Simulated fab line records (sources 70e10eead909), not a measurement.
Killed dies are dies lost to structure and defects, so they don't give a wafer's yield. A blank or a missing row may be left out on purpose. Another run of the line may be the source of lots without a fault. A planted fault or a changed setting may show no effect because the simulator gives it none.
fab line records	flow nand-harc
record: lots: 24	wafers: 72	last-day: 33
route steps=1302 shown A_STAIRCASE@788 A_SGD_CUT@906
lots with no fault: from the same line, run without faults
start-h: start of the lot's first displayed wafer, in hours after the record's first day	wait-h: time in hours since the lot's previous step	" same as the row above	L1.1+2: a row that stands for several wafers	- either no value or no given start	* or withheld: withheld	< > ~ a bound
route shown NAME@n: a module of which the file shows steps, and the number in the route of the first	usual: mean/standard deviation taken from wafers without a fault	same: alike in all rows	chamber/n: place in a boat	sites: the reading at each site	_std_site: how widely they spread, as a standard deviation	_edge_site: outer sites' mean less inner sites'	radius-mm: how far each site lies from the wafer's centre	mask NAME#n: copy n	behind: the tool/chamber that last shaped the wafer	hold: reason for holding the lot/hours on hold/outcome of the hold	device: the transistor (n, p or np) that didn't switch	end of line: the tests these same wafers got at the end of their route	step lacking rows: just its recipe	killed: dies lost to structure and defects at the first sort, not the wafer's yield	map: the dies of a wafer, with x for killed, . for not killed, _ for no die there
set.NAME: the setting as run; set.NAME@STEP: as run at that earlier step	model.NAME: the simulator's own value behind a step, which no gauge read
one table for each step of the route and one row for each wafer, over a sample of lots
services: from which hour (start-h, from the record's first day; less than 0 if before it) a tool's chamber was out of use, for how many hours, and why
== steps ==
step: NHARC_A_STAIRCASE_ETCH_451
recipe: target-depth-a: 300	overetch-a: 30	time-s: 16.5	ion-energy-ev: 100	cf4-flow-sccm: 80	o2-flow-sccm: 20	ar-flow-sccm: 0	rf-w: 300	bias-w: 100	chemistry: CF4/O2
usual: drypump-motor-current-A: 5.6/0.43	oes_o_777_au: 1.000/0.0043	oes-product-au: 0.995/0.01	rf-vpp-V: 197.9/1.2	showerhead-plenum-p-Torr: 1.34/0.044	throttle-valve-pct: 13.399/0.0088
lot.wafer	tool	chamber	start-h	wait-h	drypump-motor-current-A	oes_o_777_au	oes-product-au	rf-hours-counter-h	rf-vpp-V	showerhead-plenum-p-Torr	throttle-valve-pct
L077.3	rie-diel-06	0	-	-	5.5	0.996	1.001	27	198.8	1.41	13.407
L077.6	"	3	"	"	5.9	1.005	0.994	-	197.4	1.32	13.387
L077.5	"	0	"	"	5.5	1.000	0.995	-	200.4	1.41	13.391
L076.4	rie-diel-07	1	-	-	5.0	1.001	0.999	25	199.3	1.37	13.396
L076.1	"	2	"	"	5.2	1.000	1.012	28	199.9	1.38	13.391
L076.3	"	3	"	"	5.2	1.000	0.981	26	198.1	1.32	13.402
L074.1	rie-diel-06	2	-	-	6.6	1.001	0.987	26	197.8	1.30	13.398
L074.5	"	1	"	"	5.7	0.991	1.010	-	198.1	1.32	13.398
L074.6	"	2	"	"	6.6	1.002	0.985	-	196.4	1.30	13.387
L075.4	rie-diel-07	0	-	-	6.1	1.001	0.977	26	198.9	1.42	13.403
L075.6	"	1	"	"	5.0	1.001	0.994	-	199.2	1.37	13.395
L075.5	"	2	"	"	5.2	0.988	0.987	-	197.1	1.38	13.399
L078.1	rie-diel-08	0	-	-	5.2	1.005	0.997	6	198.6	1.34	13.410
L078.4	"	3	"	"	5.5	1.003	0.972	15	195.2	1.26	13.393
L078.5	"	1	"	"	5.7	0.996	1.007	-	198.1	1.36	13.397
L079.4	rie-diel-07	0	-	-	6.1	0.996	0.986	31	198.9	1.41	13.396
L079.3	"	2	"	"	5.2	1.002	0.994	36	199.8	1.38	13.397
L079.6	"	0	"	"	6.1	0.998	0.989	-	198.5	1.41	13.395
L080.1	rie-diel-08	2	-	-	5.4	1.003	1.013	10	196.4	1.32	13.398
L080.6	"	2	"	"	5.4	0.997	1.013	-	199.4	1.32	13.410
L080.5	"	0	"	"	5.2	0.993	1.011	-	198.7	1.34	13.401
L081.1	rie-diel-07	1	-	-	5.0	0.997	0.998	38	198.7	1.37	13.386
L081.2	"	2	"	"	5.2	0.996	0.998	41	199.9	1.38	13.406
L081.5	"	2	"	"	5.3	1.001	0.983	-	198.5	1.38	13.394
L082.3	rie-diel-07	2	-	-	5.3	0.997	0.996	43	198.4	1.38	13.392
L082.1	"	3	"	"	5.3	1.000	0.988	39	197.8	1.31	13.405
L082.6	"	0	"	"	6.1	0.999	0.991	-	201.0	1.41	13.403
L083.4	rie-diel-08	3	-	-	5.5	0.993	0.979	30	195.8	1.25	13.385
L083.3	"	0	"	"	5.2	0.997	1.012	22	198.5	1.33	13.406
L083.1	"	2	"	"	5.4	1.000	1.002	26	194.9	1.32	13.400
L085.3	rie-diel-08	2	-	-	5.4	0.996	1.004	33	199.5	1.32	13.400
L085.5	"	3	"	"	5.5	1.005	0.981	-	195.1	1.25	13.415
L085.6	"	0	"	"	5.2	0.995	0.993	-	196.6	1.33	13.398
L084.2	rie-diel-08	1	-	-	5.7	1.002	1.000	37	198.8	1.35	13.404
L084.3	"	3	"	"	5.5	1.008	0.979	41	196.3	1.25	13.395
L084.1	"	0	"	"	5.2	0.998	1.001	32	197.8	1.33	13.397
L086.2	rie-diel-06	0	-	-	5.5	0.996	0.995	64	197.7	1.40	13.405
L086.5	"	0	"	"	5.5	1.004	0.995	-	201.0	1.41	13.404
L086.6	"	1	"	"	5.7	1.005	1.003	-	197.4	1.31	13.398
L087.3	rie-diel-07	2	-	-	5.3	0.995	1.001	2	198.6	1.38	13.396
L087.4	"	0	"	"	6.1	0.995	0.990	2	198.9	1.41	13.396
L087.5	"	2	"	"	5.2	1.005	0.986	-	197.8	1.38	13.396
L089.4	rie-diel-06	0	-	-	5.5	1.005	0.984	4	199.2	1.40	13.389
L089.2	"	1	"	"	5.6	1.005	0.993	4	196.5	1.31	13.400
L089.1	"	3	"	"	5.9	0.998	0.984	4	196.7	1.31	13.377
L088.2	rie-diel-06	0	-	-	5.5	1.000	0.991	4	199.3	1.40	13.399
L088.5	"	3	"	"	5.9	0.999	0.982	-	195.3	1.31	13.393
L088.6	"	0	"	"	5.5	0.996	0.996	-	197.8	1.40	13.383
L090.2	rie-diel-06	1	-	-	5.7	0.997	1.021	10	197.3	1.31	13.402
L090.1	"	3	"	"	5.9	0.996	0.999	10	198.5	1.31	13.381
L090.4	"	0	"	"	5.5	0.999	0.995	9	201.3	1.40	13.386
L091.2	rie-diel-06	1	-	-	5.7	0.999	1.002	16	197.0	1.31	13.422
L091.4	"	3	"	"	5.9	0.993	0.986	14	195.2	1.31	13.403
L091.3	"	0	"	"	5.5	0.998	0.980	13	199.2	1.40	13.401
L093.4	rie-diel-07	3	-	-	5.3	1.001	0.984	21	196.6	1.31	13.397
L093.6	"	0	"	"	6.1	1.000	0.989	-	198.2	1.40	13.418
L093.5	"	1	"	"	5.0	0.988	0.986	-	197.4	1.36	13.400
L092.3	rie-diel-06	1	-	-	5.7	0.996	1.010	20	196.7	1.31	13.407
L092.1	"	0	"	"	5.5	1.004	1.004	17	199.8	1.40	13.390
L092.6	"	2	"	"	6.6	0.999	0.998	-	198.2	1.29	13.386
L094.2	rie-diel-08	3	-	-	5.5	0.989	0.987	5	196.3	1.24	13.396
L094.1	"	0	"	"	5.2	0.998	1.028	4	199.0	1.32	13.410
L094.4	"	1	"	"	5.7	1.002	1.007	4	197.5	1.35	13.411
L095.3	rie-diel-07	3	-	-	5.3	0.994	0.991	29	196.3	1.30	13.401
L095.4	"	0	"	"	6.2	1.005	0.977	31	199.0	1.40	13.395
L095.1	"	1	"	"	5.1	1.004	0.988	33	197.8	1.36	13.397
L096.1	rie-diel-07	3	-	-	5.3	1.001	1.001	35	197.3	1.30	13.400
L096.3	"	0	"	"	6.1	0.996	0.988	38	198.2	1.40	13.405
L096.5	"	3	"	"	5.3	1.009	0.997	-	197.8	1.30	13.388
L097.4	rie-diel-07	0	-	-	6.1	0.998	0.992	41	200.6	1.40	13.407
L097.3	"	2	"	"	5.2	1.002	1.007	38	199.4	1.37	13.400
L097.5	"	0	"	"	6.1	1.005	0.979	-	198.2	1.40	13.422
step: NHARC_A_STAIRCASE_HM_DEP_459
recipe: target-thk-a: 15000	temp-c: 400	material: aC
usual: throttle-valve-pct: 35.000/0.0092
lot.wafer	tool	chamber	start-h	wait-h	throttle-valve-pct
L077.3	acl-dep-01	0	396.12	0.7	35.008
L077.5	"	0	"	"	34.989
L077.6	"	0	"	"	35.013
L076.1	acl-dep-02	0	396.81	0.6	34.991
L076.3	"	0	"	"	35.012
L076.4	"	0	"	"	34.993
L074.1	acl-dep-02	0	398.65	1.3	34.981
L074.5	"	0	399.89	2.5	35.008
L074.6	"	0	"	"	34.993
L075.4	acl-dep-02	0	401.43	3.4	34.994
L075.5	"	0	"	"	35.023
L075.6	"	0	"	"	35.000
L078.1	acl-dep-02	0	414.46	0.1	35.001
L078.4	"	0	"	"	34.994
L078.5	"	0	"	"	35.015
L080.1	acl-dep-03	0	424.79	2.1	35.006
L080.5	"	0	426.01	3.3	34.989
L080.6	"	0	"	"	34.989
L079.3	acl-dep-01	0	425.09	3.1	34.998
L079.4	"	0	"	"	35.007
L079.6	"	0	"	"	35.017
L081.1	acl-dep-01	0	438.05	0.1	35.000
L081.2	"	0	"	"	34.991
L081.5	"	0	"	"	34.996
L082.1	acl-dep-01	0	450.31	0.1	35.005
L082.3	"	0	"	"	34.996
L082.6	"	0	"	"	35.010
L083.1	acl-dep-01	0	465.11	3.1	35.009
L083.3	"	0	"	"	35.007
L083.4	"	0	"	"	34.990
L085.3	acl-dep-01	0	481.68	0.9	34.995
L085.5	"	0	"	"	35.007
L085.6	"	0	"	"	34.992
L084.1	acl-dep-02	0	482.18	0.9	35.006
L084.2	"	0	"	"	35.006
L084.3	"	0	"	"	35.002
L086.2	acl-dep-03	0	484.49	0.4	34.985
L086.5	"	0	"	"	35.011
L086.6	"	0	"	"	34.985
L087.3	acl-dep-02	0	496.26	2.5	34.991
L087.4	"	0	"	"	34.998
L087.5	"	0	"	"	34.996
L089.1	acl-dep-02	0	514.74	1.7	34.981
L089.2	"	0	"	"	35.008
L089.4	"	0	"	"	34.992
L088.2	acl-dep-03	0	516.06	1.1	35.007
L088.5	"	0	"	"	34.995
L088.6	"	0	"	"	34.999
L090.1	acl-dep-01	0	534.83	0.1	34.993
L090.2	"	0	"	"	35.006
L090.4	"	0	"	"	35.011
L091.2	acl-dep-03	0	540.34	0.4	35.000
L091.3	"	0	"	"	34.985
L091.4	"	0	"	"	35.008
L093.4	acl-dep-02	0	557.85	1.0	35.005
L093.5	"	0	"	"	34.992
L093.6	"	0	"	"	34.985
L092.1	acl-dep-03	0	559.00	0.2	34.998
L092.3	"	0	"	"	34.997
L092.6	"	0	"	"	35.002
L094.1	acl-dep-02	0	579.20	0.1	35.004
L094.2	"	0	"	"	34.997
L094.4	"	0	"	"	34.997
L095.1	acl-dep-03	0	581.69	0.1	34.991
L095.3	"	0	"	"	35.001
L095.4	"	0	"	"	35.001
L096.1	acl-dep-01	0	592.37	0.4	35.004
L096.3	"	0	"	"	34.983
L096.5	"	0	"	"	35.002
L097.3	acl-dep-03	0	603.50	1.6	35.001
L097.4	"	0	"	"	34.985
L097.5	"	0	"	"	34.994
step: NHARC_A_STAIRCASE_HM_DEP_462
recipe: target-thk-a: 8000	temp-c: 400	material: aC
usual: throttle-valve-pct: 35.001/0.0091
lot.wafer	tool	chamber	start-h	wait-h	throttle-valve-pct
L077.3	acl-dep-03	0	401.41	1.0	35.011
L077.5	"	0	"	"	34.998
L077.6	"	0	"	"	35.006
L076.1	acl-dep-01	0	402.40	0.5	35.002
L076.3	"	0	"	"	35.019
L076.4	"	0	"	"	34.996
L074.1	acl-dep-03	0	403.93	0.1	34.999
L074.5	"	0	405.16	1.3	35.000
L074.6	"	0	"	"	34.997
L075.4	acl-dep-03	0	406.71	1.2	35.015
L075.5	"	0	"	"	34.983
L075.6	"	0	"	"	34.985
L078.1	acl-dep-03	0	419.81	0.1	35.001
L078.4	"	0	"	"	35.004
L078.5	"	0	"	"	35.007
L079.3	acl-dep-03	0	430.89	1.4	34.999
L079.4	"	0	"	"	35.001
L079.6	"	0	"	"	35.022
L080.1	acl-dep-01	0	431.16	1.4	35.001
L080.5	"	0	432.41	2.6	35.008
L080.6	"	0	"	"	35.003
L081.1	acl-dep-03	0	445.77	2.7	35.004
L081.2	"	0	"	"	34.994
L081.5	"	0	"	"	35.001
L082.1	acl-dep-02	0	456.38	1.0	35.005
L082.3	"	0	"	"	35.013
L082.6	"	0	"	"	35.005
L083.1	acl-dep-03	0	475.37	5.3	35.005
L083.3	"	0	"	"	34.994
L083.4	"	0	"	"	34.990
L085.3	acl-dep-02	0	486.66	0.7	35.003
L085.5	"	0	"	"	35.015
L085.6	"	0	"	"	34.993
L084.1	acl-dep-01	0	487.23	0.1	35.008
L084.2	"	0	"	"	35.016
L084.3	"	0	"	"	34.983
L086.2	acl-dep-01	0	489.61	0.4	35.006
L086.5	"	0	"	"	35.003
L086.6	"	0	"	"	35.013
L087.3	acl-dep-03	0	501.23	0.7	35.000
L087.4	"	0	"	"	34.988
L087.5	"	0	"	"	34.994
L089.1	acl-dep-03	0	520.28	0.1	34.991
L089.2	"	0	"	"	35.009
L089.4	"	0	"	"	35.005
L088.2	acl-dep-03	0	522.45	1.5	35.018
L088.5	"	0	"	"	34.995
L088.6	"	0	"	"	35.010
L090.1	acl-dep-02	0	540.11	0.1	35.004
L090.2	"	0	"	"	34.991
L090.4	"	0	"	"	34.997
L091.2	acl-dep-01	0	545.60	0.4	34.997
L091.3	"	0	"	"	34.981
L091.4	"	0	"	"	35.014
L093.4	acl-dep-03	0	565.03	3.2	35.000
L093.5	"	0	"	"	34.989
L093.6	"	0	"	"	34.985
L092.1	acl-dep-03	0	566.58	2.5	35.002
L092.3	"	0	"	"	35.010
L092.6	"	0	"	"	34.984
L094.1	acl-dep-01	0	587.98	3.9	35.002
L094.2	"	0	"	"	34.999
L094.4	"	0	"	"	34.994
L095.1	acl-dep-02	0	591.29	4.5	35.012
L095.3	"	0	"	"	35.015
L095.4	"	0	"	"	35.002
L096.1	acl-dep-01	0	597.93	0.5	35.006
L096.3	"	0	"	"	34.998
L096.5	"	0	"	"	35.004
L097.3	acl-dep-02	0	609.19	1.2	34.992
L097.4	"	0	"	"	34.990
L097.5	"	0	"	"	34.997
step: NHARC_A_STAIRCASE_ALD_420
recipe: target-thk-a: 200	pulse-time-s: 6	ald-cycles: 200	temp-c: 300	material: SiO2
usual: heater-power-w: 459/23	precursor-pulse-height-rel: 0.998/0.021
lot.wafer	tool	chamber	start-h	wait-h	heater-power-w	precursor-pulse-height-rel	since-wet-clean-h
L077.3	ald-hk-02	0	411.40	-	484	1.020	51
L077.5	"	3	"	"	476	0.982	-
L077.6	"	0	"	"	465	1.005	-
L076.3	ald-hk-03	3	411.96	0.8	440	0.984	10
L076.1	"	1	"	"	474	0.996	10
L076.4	"	2	"	"	476	0.976	11
L074.1	ald-hk-03	2	414.32	0.4	467	0.981	12
L074.5	"	0	"	"	426	1.015	-
L074.6	"	1	"	"	473	1.000	-
L075.4	ald-hk-02	1	414.44	-	427	1.012	54
L075.5	"	2	"	"	437	1.017	-
L075.6	"	3	"	"	483	0.970	-
L078.4	ald-hk-03	1	431.01	-	478	1.011	29
L078.1	"	3	"	"	452	1.001	29
L078.5	"	1	"	"	459	0.958	-
L080.1	ald-hk-03	0	441.06	-	426	0.992	39
L080.5	"	2	"	"	472	0.994	-
L080.6	"	3	"	"	450	1.007	-
L079.3	ald-hk-02	1	441.07	-	433	1.016	81
L079.4	"	0	"	"	470	1.007	81
L079.6	"	1	"	"	433	0.982	-
L081.2	ald-hk-03	2	456.54	-	470	1.008	55
L081.1	"	3	"	"	442	0.981	55
L081.5	"	3	458.14	-	431	0.977	-
L082.1	ald-hk-03	2	466.04	0.1	474	1.010	64
L082.3	"	3	"	"	457	1.028	64
L082.6	"	3	"	"	444	0.979	-
L083.1	ald-hk-04	1	485.56	-	442	0.970	40
L083.3	"	2	"	"	436	1.011	40
L083.4	"	3	"	"	515	1.041	40
L084.3	ald-hk-02	1	495.92	-	436	0.992	136
L084.2	"	2	"	"	446	0.945	136
L084.1	"	3	"	"	484	0.978	136
L085.3	ald-hk-04	2	496.40	-	436	1.033	50
L085.5	"	3	"	"	492	1.005	-
L085.6	"	0	"	"	478	0.962	-
L086.2	ald-hk-04	1	499.45	-	454	1.002	53
L086.6	"	2	"	"	432	1.016	-
L086.5	"	3	"	"	487	0.994	-
L087.4	ald-hk-04	1	510.67	-	442	0.983	65
L087.3	"	2	"	"	423	1.035	65
L087.5	"	1	"	"	432	1.002	-
L089.4	ald-hk-04	2	529.97	-	428	0.983	84
L089.1	"	0	"	"	471	0.981	84
L089.2	"	1	"	"	446	0.988	84
L088.2	ald-hk-03	2	532.18	-	492	0.998	130
L088.6	"	3	"	"	444	0.984	-
L088.5	"	0	"	"	427	0.978	-
L090.1	ald-hk-02	2	551.35	-	441	1.003	13
L090.2	"	3	"	"	486	1.004	13
L090.4	"	1	"	"	443	1.004	14
L091.3	ald-hk-02	1	555.03	-	432	0.951	17
L091.4	"	2	"	"	441	0.980	17
L091.2	"	0	"	"	466	0.995	17
L093.4	ald-hk-04	2	573.94	-	439	0.957	128
L093.5	"	2	"	"	437	0.971	-
L093.6	"	3	"	"	490	1.003	-
L092.1	ald-hk-02	3	576.59	-	493	1.034	38
L092.3	"	1	"	"	435	1.040	39
L092.6	"	3	"	"	491	0.996	-
L094.1	ald-hk-02	0	597.82	-	478	0.994	60
L094.2	"	2	"	"	431	0.986	60
L094.4	"	3	"	"	480	1.046	60
L095.4	ald-hk-02	1	605.46	-	439	0.986	67
L095.3	"	2	"	"	452	0.979	67
L095.1	"	3	"	"	482	1.012	68
L096.1	ald-hk-04	0	607.45	-	487	0.999	161
L096.3	"	3	"	"	508	1.020	162
L096.5	"	1	"	"	453	1.030	-
L097.4	ald-hk-02	3	621.56	-	492	0.974	83
L097.3	"	0	"	"	485	0.995	84
L097.5	"	3	"	"	484	1.001	-
step: NHARC_A_STAIRCASE_ETCH_444
recipe: target-depth-a: 2.04e+05	time-s: 6800	c4f8-flow-sccm: 20	o2-flow-sccm: 10	ar-flow-sccm: withheld	rf-w: 600	bias-w: 1000	chemistry: C4F8/O2
usual: oes-product-au: 0.928/0.016	rf-vpp-V: 806/3.9
lot.wafer	tool	chamber	start-h	wait-h	oes-product-au	rf-hours-counter-h	rf-vpp-V
L076.1	rie-diel-08	1	446.65	0.1	0.962	21	809
L076.3	"	3	"	"	0.946	26	800
L076.4	"	0	"	"	0.961	18	806
L075.4	rie-diel-06	3	447.55	1.0	0.914	47	803
L075.6	"	1	"	"	0.926	-	806
L075.5	"	2	"	"	0.924	-	803
L074.1	rie-diel-06	3	450.05	3.5	0.916	49	805
L074.6	"	3	451.94	5.3	0.917	-	805
L074.5	"	0	"	"	0.923	-	812
L077.3	rie-diel-08	0	450.88	4.3	0.924	20	806
L077.6	"	1	"	"	0.944	-	809
L077.5	"	2	"	"	0.932	-	806
L078.4	rie-diel-07	3	463.82	0.1	0.907	47	805
L078.1	"	0	"	"	0.913	44	814
L078.5	"	0	466.17	2.4	0.917	-	813
L080.1	rie-diel-06	3	473.14	0.2	0.924	59	805
L080.5	"	3	475.03	2.1	0.919	-	804
L080.6	"	0	"	"	0.916	-	813
L079.3	rie-diel-08	0	473.17	0.5	0.924	28	806
L079.4	"	1	"	"	0.947	35	809
L079.6	"	3	"	"	0.904	-	798
L081.1	rie-diel-07	2	496.29	1.0	0.962	5	810
L081.2	"	3	"	"	0.967	4	804
L081.5	"	0	"	"	0.944	-	812
L082.3	rie-diel-07	0	506.11	0.1	0.932	9	814
L082.1	"	3	507.51	1.5	0.950	7	806
L082.6	"	1	"	"	0.948	-	811
L083.1	rie-diel-08	0	518.33	0.1	0.918	44	806
L083.3	"	3	519.60	1.3	0.911	52	800
L083.4	"	3	521.51	3.2	0.924	-	799
L084.3	rie-diel-08	3	530.35	0.2	0.910	58	800
L084.2	"	0	"	"	0.912	50	806
L084.1	"	2	"	"	0.921	52	805
L086.2	rie-diel-07	3	530.57	0.6	0.918	13	805
L086.5	"	2	532.02	2.0	0.926	-	809
L086.6	"	3	"	"	0.929	-	805
L085.3	rie-diel-06	0	532.58	1.5	0.964	11	813
L085.6	"	1	"	"	0.964	-	805
L085.5	"	2	"	"	0.958	-	804
L087.4	rie-diel-08	2	546.06	0.1	0.921	59	806
L087.3	"	1	547.49	1.5	0.931	48	809
L087.5	"	3	"	"	0.906	-	799
L088.2	rie-diel-06	1	569.19	0.1	0.938	25	805
L088.6	"	1	571.11	2.0	0.938	-	805
L088.5	"	2	"	"	0.920	-	804
L089.4	rie-diel-07	2	569.48	0.6	0.916	26	810
L089.1	"	3	"	"	0.924	26	804
L089.2	"	0	"	"	0.920	28	812
L091.3	rie-diel-06	2	584.03	0.1	0.915	34	804
L091.2	"	0	"	"	0.914	27	813
L091.4	"	1	"	"	0.932	32	803
L090.4	rie-diel-07	1	584.32	0.5	0.918	35	810
L090.2	"	2	"	"	0.922	34	809
L090.1	"	3	"	"	0.923	33	804
L093.4	rie-diel-08	1	608.45	0.6	0.950	13	807
L093.6	"	0	609.90	2.0	0.948	-	807
L093.5	"	1	"	"	0.950	-	808
L092.3	rie-diel-08	0	610.86	2.9	0.935	19	805
L092.1	"	3	612.30	4.4	0.913	17	800
L092.6	"	1	"	"	0.928	-	809
L094.1	rie-diel-07	2	635.63	0.1	0.922	48	810
L094.2	"	3	"	"	0.935	47	806
L094.4	"	0	"	"	0.923	51	811
L095.3	rie-diel-08	3	635.91	0.5	0.914	24	800
L095.1	"	0	"	"	0.931	27	806
L095.4	"	1	"	"	0.936	24	806
L096.3	rie-diel-06	2	636.92	1.1	0.906	50	802
L096.1	"	3	"	"	0.927	42	805
L096.5	"	0	"	"	0.921	-	813
L097.4	rie-diel-06	2	655.05	0.1	0.911	61	803
L097.3	"	0	"	"	0.910	50	812
L097.5	"	2	"	"	0.909	-	803
step: NHARC_A_SGD_CUT_ETCH_59
recipe: target-depth-a: 2600	over-etch-frac: 0.25	time-s: 406.25	ion-energy-ev: 200	n2-flow-sccm: 150	h2-flow-sccm: 150	ar-flow-sccm: 0	rf-w: 400	bias-w: 150	chemistry: N2/H2
usual: drypump-motor-current-A: 5.7/0.37	oes-product-au: 0.999/0.0081	rf-vpp-V: 429.3/2.5	showerhead-plenum-p-Torr: 2.00/0.081	throttle-valve-pct: 14.172/0.0092
same: over-etch-frac: 0.25
lot.wafer	tool	chamber	start-h	wait-h	drypump-motor-current-A	oes-product-au	rf-hours-counter-h	rf-vpp-V	showerhead-plenum-p-Torr	throttle-valve-pct
L075.4	rie-diel-03	2	-	-	5.8	1.011	8	433.7	2.10	14.177
L075.6	"	2	"	"	5.8	1.013	-	432.8	2.10	14.175
L075.5	"	3	"	"	5.7	1.007	-	429.1	1.99	14.168
L076.4	rie-diel-09	3	-	-	5.5	1.000	10	426.3	1.88	14.182
L076.1	"	0	"	"	6.3	0.994	10	430.1	2.05	14.180
L076.3	"	1	"	"	5.2	0.982	10	426.7	1.92	14.187
L077.3	rie-diel-13	2	-	-	5.2	0.996	4	429.1	1.99	14.158
L077.6	"	3	"	"	5.6	1.000	-	430.2	2.06	14.166
L077.5	"	0	"	"	5.5	1.004	-	426.2	1.91	14.178
L074.1	rie-diel-09	1	-	-	5.3	1.000	11	426.8	1.92	14.168
L074.6	"	0	"	"	6.3	1.005	-	431.3	2.05	14.168
L074.5	"	1	"	"	5.2	0.987	-	426.1	1.92	14.180
L078.4	rie-diel-13	1	-	-	6.3	1.001	4	427.9	1.94	14.169
L078.1	"	2	"	"	5.2	1.001	4	428.4	1.99	14.179
L078.5	"	1	"	"	6.3	0.999	-	429.3	1.94	14.165
L079.3	rie-diel-03	3	-	-	5.7	1.013	1	429.0	1.99	14.156
L079.6	"	3	"	"	5.7	1.006	-	427.8	1.99	14.183
L079.4	"	2	"	"	5.8	1.008	-	431.2	2.10	14.172
L080.1	rie-diel-13	1	-	-	6.4	0.997	5	425.6	1.94	14.144
L080.6	"	1	"	"	6.4	1.005	-	429.0	1.94	14.168
L080.5	"	2	"	"	5.2	0.994	-	429.8	1.99	14.178
L081.1	rie-diel-03	1	-	-	5.9	0.995	1	426.1	1.90	14.178
L081.2	"	2	"	"	5.8	0.997	2	433.8	2.10	14.169
L081.5	"	0	"	"	5.2	0.988	-	429.1	2.01	14.173
L082.3	rie-diel-09	1	-	-	5.2	0.990	1	427.1	1.92	14.178
L082.1	"	0	"	"	6.3	1.002	1	428.5	2.05	14.166
L082.6	"	2	"	"	5.7	0.995	-	434.2	2.15	14.171
L083.4	rie-diel-03	2	-	-	5.8	1.013	3	432.5	2.10	14.175
L083.3	"	3	"	"	5.7	1.006	4	428.3	1.99	14.174
L083.1	"	1	"	"	5.8	0.994	2	427.2	1.90	14.174
L086.2	rie-diel-09	1	-	-	5.2	0.986	3	426.6	1.92	14.162
L086.6	"	3	"	"	5.5	1.009	-	426.5	1.88	14.156
L086.5	"	0	"	"	6.3	0.996	-	430.2	2.05	14.175
L085.3	rie-diel-03	2	-	-	5.8	1.009	5	432.5	2.10	14.184
L085.5	"	0	"	"	5.2	0.981	-	429.8	2.01	14.186
L085.6	"	1	"	"	5.8	0.997	-	426.9	1.90	14.165
L084.1	rie-diel-13	1	-	-	6.3	1.001	0	426.1	1.94	14.188
L084.3	"	2	"	"	5.1	0.991	0	429.2	1.99	14.167
L084.2	"	0	"	"	5.5	0.992	1	427.1	1.90	14.172
L087.4	rie-diel-13	1	-	-	6.3	1.018	1	427.7	1.94	14.186
L087.3	"	2	"	"	5.2	0.985	1	429.3	1.99	14.175
L087.5	"	1	"	"	6.4	1.014	-	425.8	1.94	14.165
L089.2	rie-diel-03	2	-	-	5.8	1.007	7	432.3	2.10	14.168
L089.1	"	3	"	"	5.7	0.990	7	430.1	1.99	14.177
L089.4	"	0	"	"	5.2	1.005	7	431.2	2.01	14.171
L088.2	rie-diel-13	2	-	-	5.2	0.988	3	428.6	1.99	14.159
L088.6	"	3	"	"	5.6	0.990	-	431.2	2.06	14.166
L088.5	"	0	"	"	5.5	0.993	-	427.6	1.90	14.172
L090.4	rie-diel-09	1	-	-	5.2	0.995	6	427.7	1.92	14.190
L090.2	"	2	"	"	5.7	1.007	7	433.9	2.15	14.176
L090.1	"	0	"	"	6.3	0.999	7	431.6	2.05	14.171
L091.3	rie-diel-13	2	-	-	5.2	0.997	3	429.5	1.99	14.161
L091.2	"	3	"	"	5.6	0.983	3	430.8	2.06	14.182
L091.4	"	1	"	"	6.3	0.999	3	426.5	1.94	14.171
L093.4	rie-diel-13	0	-	-	5.5	0.999	4	426.9	1.90	14.171
L093.5	"	3	"	"	5.6	0.993	-	431.8	2.06	14.174
L093.6	"	0	"	"	5.5	0.998	-	427.6	1.90	14.165
L092.3	rie-diel-03	0	-	-	5.2	0.999	11	429.0	2.01	14.177
L092.1	"	1	"	"	5.9	1.000	9	426.3	1.90	14.165
L092.6	"	3	"	"	5.7	1.013	-	429.8	1.98	14.166
L095.4	rie-diel-13	0	-	-	5.5	0.990	5	426.2	1.90	14.173
L095.3	"	1	"	"	6.4	1.001	5	426.3	1.94	14.178
L095.1	"	2	"	"	5.1	0.986	5	429.8	1.99	14.184
L094.2	rie-diel-09	2	-	-	5.7	0.995	11	434.1	2.15	14.174
L094.1	"	0	"	"	6.3	1.002	11	431.3	2.05	14.179
L094.4	"	2	"	"	5.7	0.997	-	432.9	2.15	14.191
L096.1	rie-diel-03	3	-	-	5.7	0.998	0	429.1	1.98	14.185
L096.3	"	1	"	"	5.9	1.008	0	426.3	1.90	14.167
L096.5	"	2	"	"	5.8	1.000	-	432.7	2.10	14.167
L097.3	rie-diel-09	3	-	-	5.6	0.998	14	425.7	1.88	14.184
L097.4	"	1	"	"	5.3	0.993	12	426.5	1.91	14.172
L097.5	"	0	"	"	6.3	1.011	-	430.4	2.05	14.175
== services ==
tool	chamber	start-h	hours	kind
rie-diel-08	-	371.10	9.0	pm
acl-dep-01	-	375.23	13.0	pm
rie-diel-08	2	393.50	11.2	repair
rie-diel-08	0	393.82	3.0	repair
acl-dep-03	-	408.80	1.5	repair
rie-diel-08	1	416.73	3.3	repair
acl-dep-02	-	431.01	13.0	pm
rie-diel-07	1	442.29	7.0	repair
rie-diel-07	-	471.29	9.0	pm
rie-diel-06	-	484.74	9.0	pm
acl-dep-03	-	486.52	13.0	pm
rie-diel-08	1	507.94	34.1	repair
rie-diel-08	-	510.07	0.4	repair
acl-dep-02	-	516.73	1.5	repair
rie-diel-08	-	548.92	9.0	pm
rie-diel-06	-	552.38	2.1	repair
acl-dep-01	-	556.23	13.0	pm
rie-diel-06	3	573.18	5.0	repair
rie-diel-08	-	590.30	1.9	repair
rie-diel-08	1	597.98	6.9	repair
acl-dep-02	-	612.01	13.0	pm
rie-diel-07	-	619.55	0.7	repair
rie-diel-07	-	648.42	9.0	pm
rie-diel-06	-	661.74	9.0	pm
== key ==
fault none
